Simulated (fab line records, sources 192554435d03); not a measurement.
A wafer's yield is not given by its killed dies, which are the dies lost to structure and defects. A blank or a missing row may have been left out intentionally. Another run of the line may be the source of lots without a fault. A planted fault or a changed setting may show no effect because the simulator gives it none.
fab line records | flow n5Finfet
record: lots: 11 | wafers: 31 | lastDay: 18
route steps=1938 shown BEOL_M8@1399 BEOL_M9@1404
lots that met no fault: from a run of the same line without faults
startH: hours from the record's first day to the start of the lot's first wafer shown | waitH: hours elapsed since this lot's preceding step | " as in the row above | L1.1+2: one row covering several wafers at once | - either no value or no given start | * or withheld: withheld | < > ~ a bound
route shown NAME@n: a module of which the file shows steps, and the number in the route of the first | usual: average and standard deviation across the fault-free wafers | same: alike in all rows | chamber/n: place in a boat | sites: the reading at each site | _std_site: the values' standard deviation | _edge_site: outer sites' mean less inner sites' | radiusMm: how far each site lies from the wafer's centre | mask NAME#n: copy n | behind: the most recent tool/chamber to have shaped the wafer | hold: why the lot went on hold/how many hours it stayed there/how the hold came to an end | device: which transistor (n, p or np) failed to switch | end of line: tests run on the same wafers once the route is complete | a step with no rows: only its recipe | killed: not the wafer's yield, but the dies lost to structure and defects at the first sort | map: the dies of a wafer, with x for killed, . for not killed, _ for no die there
set.NAME: setting as actually run; set.NAME@STEP: the setting as run at that earlier step | model.NAME: the simulator's own value behind a step, which no gauge read
route steps across a sampled set of lots; one table per step, one row per wafer
services: when a tool's chamber went out of use (startH, in hours from the record's first day, below 0 if earlier), for how many hours, and the reason
== steps ==
step: N5_BEOL_M8_RS_MEAS_57
recipe: thkMeasGauge: four-point-probe | reads: Cu_of_BEOL_M8_ECD_50+Co_of_BEOL_M8_CVD_78+TaN_of_BEOL_M8_ALD_77
usual: M8_RS: 0.283/0.0091
lot.wafer | tool         | chamber | startH | waitH | M8_RS[ohm/sq]
L292.1    | filmMetro-01 | -       | 230.21 | 0.1   | 0.273
L292.2    | "            | -       | "      | "     | 0.280
L292.6    | "            | -       | "      | "     | 0.272
L291.2    | filmMetro-02 | -       | 232.08 | 0.1   | 0.274
L291.3    | "            | -       | "      | "     | 0.285
L291.5    | "            | -       | "      | "     | 0.281
L293.3    | filmMetro-01 | -       | 242.08 | 0.1   | 0.276
L293.6    | "            | -       | "      | "     | 0.283
L297.2    | filmMetro-02 | -       | 250.59 | 0.1   | 0.284
L297.5    | "            | -       | "      | "     | 0.277
L297.6    | "            | -       | "      | "     | 0.276
L298.1    | filmMetro-01 | -       | 279.52 | 0.1   | 0.277
L298.3    | "            | -       | "      | "     | 0.268
L298.6    | "            | -       | "      | "     | 0.281
L305.2    | filmMetro-02 | -       | 323.91 | 0.1   | 0.293
L305.3    | "            | -       | "      | "     | 0.304
L305.5    | "            | -       | "      | "     | 0.301
L306.1    | filmMetro-02 | -       | 334.71 | 0.1   | 0.306
L306.3    | "            | -       | "      | "     | 0.297
L306.4    | "            | -       | "      | "     | 0.278
L310.2    | filmMetro-02 | -       | 335.39 | 0.3   | 0.297
L310.3    | "            | -       | "      | "     | 0.303
L310.5    | "            | -       | "      | "     | 0.278
L308.2    | filmMetro-02 | -       | 342.90 | 0.1   | 0.269
L308.4    | "            | -       | "      | "     | 0.274
L311.1    | filmMetro-02 | -       | 352.07 | 0.1   | 0.285
L311.2    | "            | -       | "      | "     | 0.279
L311.3    | "            | -       | "      | "     | 0.283
L309.4    | filmMetro-01 | -       | 353.90 | 0.0   | 0.262
L309.5    | "            | -       | "      | "     | 0.295
L309.6    | "            | -       | "      | "     | 0.268
step: N5_BEOL_M9_PECVD_70
recipe: material: SiO2 | targetThkA: 200 | tempC: 400 | precursor: TEOS/O2 | pressureTorr: 5.5 | rfW: 450 | teosFlowSccm: 53.8 | gas: O2 | flowSccm: 3000 | timeS: 22.7
usual: heaterPowerW: 694/100 | showerheadPlenumPTorr: 8.77/0.082 | showerheadVppV: 1363/57 | throttleValvePct: 22.2/0.68
lot.wafer | tool     | chamber | startH | waitH | heaterPowerW | showerheadPlenumPTorr | showerheadVppV | sinceWetCleanH | throttleValvePct
L292.1    | pecvd-04 | 0       | 230.90 | 0.0   | 583          | 8.88                  | 1314           | 754            | 23.4
L292.2    | "        | 2       | "      | "     | 731          | 8.84                  | 1432           | 592            | 21.3
L292.6    | "        | 0       | "      | "     | 599          | 8.89                  | 1318           | -              | 23.4
L291.2    | pecvd-03 | 2       | 232.77 | 0.0   | 832          | 8.60                  | 1433           | 177            | 21.8
L291.3    | "        | 1       | "      | "     | 753          | 8.80                  | 1285           | 1662           | 22.3
L291.5    | "        | 1       | "      | "     | 755          | 8.76                  | 1277           | -              | 22.1
L293.3    | pecvd-03 | 2       | 242.77 | 0.0   | 758          | 8.61                  | 1444           | 187            | 21.5
L293.6    | "        | 0       | "      | "     | 572          | 8.72                  | 1345           | -              | 21.6
L297.2    | pecvd-02 | 0       | 251.31 | 0.0   | 810          | 8.77                  | 1392           | 1318           | 22.4
L297.5    | "        | 1       | "      | "     | 610          | 8.76                  | 1325           | -              | 21.6
L297.6    | "        | 2       | "      | "     | 799          | 8.86                  | 1366           | -              | 21.5
L298.1    | pecvd-03 | 2       | 280.21 | 0.0   | 754          | 8.62                  | 1442           | 225            | 21.7
L298.3    | "        | 2       | "      | "     | 762          | 8.61                  | 1449           | -              | 21.5
L298.6    | "        | 0       | "      | "     | 595          | 8.70                  | 1337           | -              | 21.7
L305.2    | pecvd-02 | 2       | 324.60 | 0.0   | 908          | 8.82                  | 1363           | 637            | 21.7
L305.3    | "        | 1       | "      | "     | 689          | 8.79                  | 1344           | 2116           | 21.8
L305.5    | "        | 0       | "      | "     | 717          | 8.77                  | 1413           | -              | 22.4
L306.1    | pecvd-03 | 1       | 335.43 | 0.0   | 851          | 8.77                  | 1276           | 1764           | 22.3
L306.3    | "        | 0       | "      | "     | 659          | 8.72                  | 1346           | 1039           | 21.8
L306.4    | "        | 1       | "      | "     | 848          | 8.75                  | 1281           | -              | 21.8
L310.2    | pecvd-04 | 1       | 336.10 | 0.0   | 666          | 8.75                  | 1370           | 1584           | 22.8
L310.3    | "        | 0       | "      | "     | 547          | 8.86                  | 1306           | 859            | 23.5
L310.5    | "        | 2       | "      | "     | 599          | 8.86                  | 1429           | -              | 21.7
L308.2    | pecvd-04 | 0       | 343.62 | 0.0   | 557          | 8.90                  | 1298           | 866            | 23.7
L308.4    | "        | 2       | "      | "     | 592          | 8.84                  | 1425           | -              | 21.8
L311.1    | pecvd-04 | 0       | 352.76 | 0.0   | 526          | 8.90                  | 1289           | 875            | 23.8
L311.2    | "        | 2       | "      | "     | 649          | 8.84                  | 1446           | 714            | 21.7
L311.3    | "        | 1       | "      | "     | 650          | 8.75                  | 1368           | 1600           | 22.8
L309.4    | pecvd-02 | 2       | 354.60 | 0.1   | 870          | 8.83                  | 1373           | -              | 21.7
L309.5    | "        | 1       | "      | "     | 696          | 8.76                  | 1324           | -              | 21.8
L309.6    | "        | 0       | "      | "     | 816          | 8.76                  | 1393           | -              | 22.5
step: N5_BEOL_M9_ETCH_61
recipe: chemistry: CF4 | target: SiARC | targetDepthA: 390 | maskMaterial: CAR-ArF | timeS: 65 | ionEnergyEv: 80 | pressureMtorr: 40 | sourceW: 545 | biasW: 36 | Ar_flow_sccm: 100 | cf4FlowSccm: 100 | ends: cleared
usual: drypumpMotorCurrentA: 5.6/0.39 | etchRfOnTimeS: 65.2/1.7 | oesProductAu: 0.66/0.064 | rfVppV: 184.0/1 | showerheadPlenumPTorr: 2.14/0.058 | throttleValvePct: 15.64/0.24
lot.wafer | tool       | chamber | startH | waitH | drypumpMotorCurrentA | etchRfOnTimeS | oesProductAu | rfHoursCounterH | rfVppV | showerheadPlenumPTorr | throttleValvePct
L292.1    | rieDiel-05 | 0       | 232.19 | 0.0   | 5.2                  | 64.4          | 0.71         | 92              | 184.3  | 2.09                  | 15.34
L292.2    | "          | 2       | "      | "     | 6.2                  | 63.7          | 0.72         | 70              | 183.6  | 2.16                  | 15.21
L292.6    | "          | 0       | "      | "     | 5.2                  | 63.4          | 0.72         | -               | 183.4  | 2.09                  | 15.33
L291.2    | rieDiel-05 | 0       | 234.23 | 0.0   | 5.2                  | 64.7          | 0.71         | 94              | 183.2  | 2.09                  | 15.33
L291.3    | "          | 1       | "      | "     | 5.6                  | 63.6          | 0.61         | 224             | 184.8  | 2.20                  | 15.63
L291.5    | "          | 1       | "      | "     | 5.6                  | 63.9          | 0.62         | -               | 183.6  | 2.20                  | 15.64
L293.3    | rieDiel-02 | 2       | 243.93 | 0.0   | 6.0                  | 64.0          | 0.64         | 178             | 183.8  | 2.12                  | 15.63
L293.6    | "          | 1       | "      | "     | 5.7                  | 68.1          | 0.68         | -               | 182.7  | 2.09                  | 15.71
L297.2    | rieDiel-05 | 2       | 251.86 | 0.0   | 6.2                  | 64.0          | 0.70         | 77              | 184.7  | 2.15                  | 15.23
L297.5    | "          | 3       | "      | "     | 5.1                  | 65.2          | 0.82         | -               | 184.1  | 2.13                  | 15.57
L297.6    | "          | 0       | "      | "     | 5.2                  | 64.3          | 0.70         | -               | 185.0  | 2.08                  | 15.35
L298.1    | rieDiel-02 | 1       | 282.13 | 0.0   | 5.6                  | 66.0          | 0.69         | 77              | 184.1  | 2.08                  | 15.73
L298.3    | "          | 0       | "      | "     | 5.1                  | 66.9          | 0.58         | 212             | 186.2  | 2.22                  | 16.04
L298.6    | "          | 1       | "      | "     | 5.6                  | 66.1          | 0.69         | -               | 182.0  | 2.08                  | 15.72
L305.2    | rieDiel-05 | 2       | 325.91 | 0.0   | 6.2                  | 63.5          | 0.69         | 96              | 184.8  | 2.15                  | 15.26
L305.3    | "          | 0       | "      | "     | 5.2                  | 75.2          | 0.62         | 121             | 183.3  | 2.08                  | 15.40
L305.5    | "          | 2       | "      | "     | 6.2                  | 63.9          | 0.69         | -               | 185.0  | 2.15                  | 15.27
L306.1    | rieDiel-05 | 0       | 336.81 | 0.0   | 5.2                  | 65.1          | 0.68         | 125             | 182.8  | 2.08                  | 15.39
L306.3    | "          | 2       | "      | "     | 6.2                  | 75.9          | 0.63         | 100             | 183.4  | 2.15                  | 15.30
L306.4    | "          | 2       | "      | "     | 6.2                  | 64.4          | 0.69         | -               | 185.1  | 2.14                  | 15.28
L310.2    | rieDiel-06 | 0       | 337.24 | 0.0   | 5.2                  | 65.7          | 0.65         | 156             | 184.4  | 2.06                  | 15.91
L310.3    | "          | 2       | "      | "     | 5.6                  | 64.4          | 0.61         | 222             | 184.2  | 2.21                  | 15.75
L310.5    | "          | 3       | "      | "     | 5.7                  | 68.5          | 0.59         | -               | 183.0  | 2.20                  | 15.86
L308.2    | rieDiel-02 | 3       | 346.03 | 0.0   | 5.6                  | 64.8          | 0.72         | 47              | 182.7  | 2.07                  | 15.31
L308.4    | "          | 2       | "      | "     | 6.0                  | 64.7          | 0.62         | 208             | 184.3  | 2.11                  | 15.69
L311.1    | rieDiel-06 | 2       | 357.04 | 0.0   | 5.6                  | 64.9          | 0.61         | 229             | 186.0  | 2.21                  | 15.73
L311.2    | "          | 0       | "      | "     | 5.2                  | 65.9          | 0.64         | 162             | 182.2  | 2.06                  | 15.92
L311.3    | "          | 3       | "      | "     | 5.6                  | 68.4          | 0.58         | 235             | 185.1  | 2.20                  | 15.89
L309.4    | rieDiel-06 | 3       | 357.47 | 0.0   | 5.6                  | 67.3          | 0.58         | -               | 185.0  | 2.20                  | 15.89
L309.5    | "          | 2       | "      | "     | 5.6                  | 63.8          | 0.61         | -               | 184.4  | 2.21                  | 15.74
L309.6    | "          | 0       | "      | "     | 5.1                  | 65.4          | 0.64         | -               | 183.4  | 2.06                  | 15.93
step: N5_BEOL_M9_STRIP_19
recipe: chemistry: O2 | powerW: 400 | tempC: 40 | pressureMtorr: 30 | rfFrequencyHz: 6e+07 | biasPowerW: 0 | overashFraction: 0.2 | o2FlowSccm: 225
usual: drypumpMotorCurrentA: 5.6/0.43 | oesProductAu: 0.78/0.081 | rfVppV: 3.6/0.53 | showerheadPlenumPTorr: 2.08/0.056 | throttleValvePct: 16.66/0.22
lot.wafer | tool       | chamber | startH | waitH | drypumpMotorCurrentA | oesProductAu | rfHoursCounterH | rfVppV | showerheadPlenumPTorr | throttleValvePct
L292.1    | rieDiel-06 | 0       | 232.54 | 0.1   | 5.2                  | 0.79         | 123             | 3.3    | 2.02                  | 16.87
L292.2    | "          | 3       | "      | "     | 5.6                  | 0.70         | 196             | 3.7    | 2.18                  | 16.92
L292.6    | "          | 1       | "      | "     | 6.6                  | 0.67         | -               | 3.6    | 2.07                  | 16.78
L291.2    | rieDiel-06 | 0       | 234.58 | 0.1   | 5.2                  | 0.79         | 123             | 3.6    | 2.02                  | 16.91
L291.3    | "          | 2       | "      | "     | 5.6                  | 0.73         | 189             | 3.8    | 2.17                  | 16.65
L291.5    | "          | 3       | "      | "     | 5.6                  | 0.70         | -               | 4.1    | 2.18                  | 16.92
L293.3    | rieDiel-05 | 0       | 244.28 | 0.1   | 5.3                  | 0.82         | 97              | 3.4    | 2.03                  | 16.38
L293.6    | "          | 1       | "      | "     | 5.6                  | 0.69         | -               | 3.5    | 2.15                  | 16.66
L297.2    | rieDiel-02 | 3       | 252.32 | 0.2   | 5.6                  | 0.89         | 19              | 3.4    | 2.04                  | 16.36
L297.5    | "          | 3       | "      | "     | 5.6                  | 0.89         | -               | 4.3    | 2.04                  | 16.35
L297.6    | "          | 2       | "      | "     | 6.0                  | 0.73         | -               | 3.0    | 2.10                  | 16.75
L298.1    | rieDiel-05 | 0       | 282.50 | 0.1   | 5.2                  | 0.82         | 108             | 2.9    | 2.03                  | 16.38
L298.3    | "          | 1       | "      | "     | 5.6                  | 0.69         | 238             | 4.3    | 2.15                  | 16.67
L298.6    | "          | 0       | "      | "     | 5.2                  | 0.82         | -               | 3.0    | 2.03                  | 16.38
L305.2    | rieDiel-02 | 0       | 326.26 | 0.1   | 5.1                  | 0.68         | 226             | 3.8    | 2.16                  | 17.05
L305.3    | "          | 3       | "      | "     | 5.6                  | 0.86         | 41              | 4.0    | 2.03                  | 16.40
L305.5    | "          | 2       | "      | "     | 6.0                  | 0.71         | -               | 4.1    | 2.09                  | 16.79
L306.1    | rieDiel-02 | 0       | 337.16 | 0.1   | 5.1                  | 0.67         | 229             | 3.5    | 2.16                  | 17.06
L306.3    | "          | 1       | "      | "     | 5.6                  | 0.79         | 93              | 3.1    | 2.02                  | 16.73
L306.4    | "          | 2       | "      | "     | 6.1                  | 0.71         | 206             | 2.6    | 2.09                  | 16.81
L310.2    | rieDiel-05 | 0       | 337.59 | 0.1   | 5.2                  | 0.80         | 125             | 3.8    | 2.02                  | 16.42
L310.3    | "          | 2       | "      | "     | 6.2                  | 0.78         | 100             | 4.0    | 2.12                  | 16.45
L310.5    | "          | 2       | "      | "     | 6.2                  | 0.79         | -               | 3.7    | 2.12                  | 16.44
L308.2    | rieDiel-02 | 0       | 346.58 | 0.3   | 5.1                  | 0.67         | 232             | 3.4    | 2.15                  | 17.06
L308.4    | "          | 3       | "      | "     | 5.6                  | 0.83         | 47              | 4.5    | 2.03                  | 16.41
L311.1    | rieDiel-02 | 2       | 357.39 | 0.1   | 6.0                  | 0.72         | 211             | 3.1    | 2.09                  | 16.80
L311.2    | "          | 0       | "      | "     | 5.1                  | 0.67         | 235             | 3.3    | 2.15                  | 17.09
L311.3    | "          | 3       | "      | "     | 5.6                  | 0.85         | 50              | 2.6    | 2.03                  | 16.42
L309.4    | rieDiel-06 | 0       | 357.90 | 0.1   | 5.1                  | 0.75         | 163             | 3.4    | 2.01                  | 16.95
L309.5    | "          | 0       | "      | "     | 5.2                  | 0.76         | -               | 3.7    | 2.01                  | 16.94
L309.6    | "          | 1       | "      | "     | 6.5                  | 0.92         | -               | 3.5    | 2.06                  | 16.39
== services ==
tool       | chamber | startH | hours | kind
rieDiel-02 | 0       | 207.35 | 34.2  | repair
pecvd-02   | 0       | 207.51 | 13.8  | repair
pecvd-03   | 0       | 211.56 | 3.5   | repair
pecvd-03   | -       | 222.51 | 6.0   | pm
rieDiel-05 | 3       | 225.33 | -     | clean
rieDiel-05 | 3       | 225.33 | -     | consumableReplace:focusRing
rieDiel-05 | 3       | 225.33 | 13.3  | scheduledDown
rieDiel-05 | 3       | 225.33 | 13.3  | ventCycle
pecvd-04   | 0       | 245.24 | 6.4   | repair
rieDiel-02 | -       | 257.56 | 0.3   | repair
rieDiel-05 | 2       | 260.27 | 5.0   | repair
rieDiel-02 | 0       | 271.01 | 5.8   | repair
pecvd-03   | 1       | 278.44 | 12.3  | repair
rieDiel-06 | -       | 295.07 | 0.1   | repair
pecvd-02   | -       | 299.94 | 5.5   | pm
pecvd-03   | 0       | 300.65 | 12.7  | repair
rieDiel-05 | 3       | 319.91 | 10.7  | repair
pecvd-04   | 1       | 321.81 | 5.6   | repair
pecvd-02   | -       | 323.14 | 0.7   | repair
rieDiel-02 | 1       | 328.63 | 4.6   | repair
rieDiel-05 | 1       | 330.59 | -     | clean
rieDiel-05 | 1       | 330.59 | -     | consumableReplace:focusRing
rieDiel-05 | 1       | 330.59 | 19.4  | scheduledDown
rieDiel-05 | 1       | 330.59 | 19.4  | ventCycle
== key ==
firstSign: step: N5_BEOL_M9_ETCH_61 | reading: etchRfOnTimeS | direction: up | sigmas: 6.1 | usual: * | struck: *
effect none on later readings
metAt N5_BEOL_M9_ETCH_61
struckLots L305,L306
struckWafers L305.3,L306.3
notActingAt N5_BEOL_M8_RS_MEAS_57,N5_BEOL_M9_PECVD_70,N5_BEOL_M9_STRIP_19
onsetBetween 251.86 325.91
fault: kind: processParameterDrift | tool: rieDiel-05 | chamber: - | onsetH: 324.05 | steps: N5_BEOL_M9_ETCH_61 | channel: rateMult | offset: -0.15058 | shape: step | endH: 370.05 | scope: struckWafersOnly
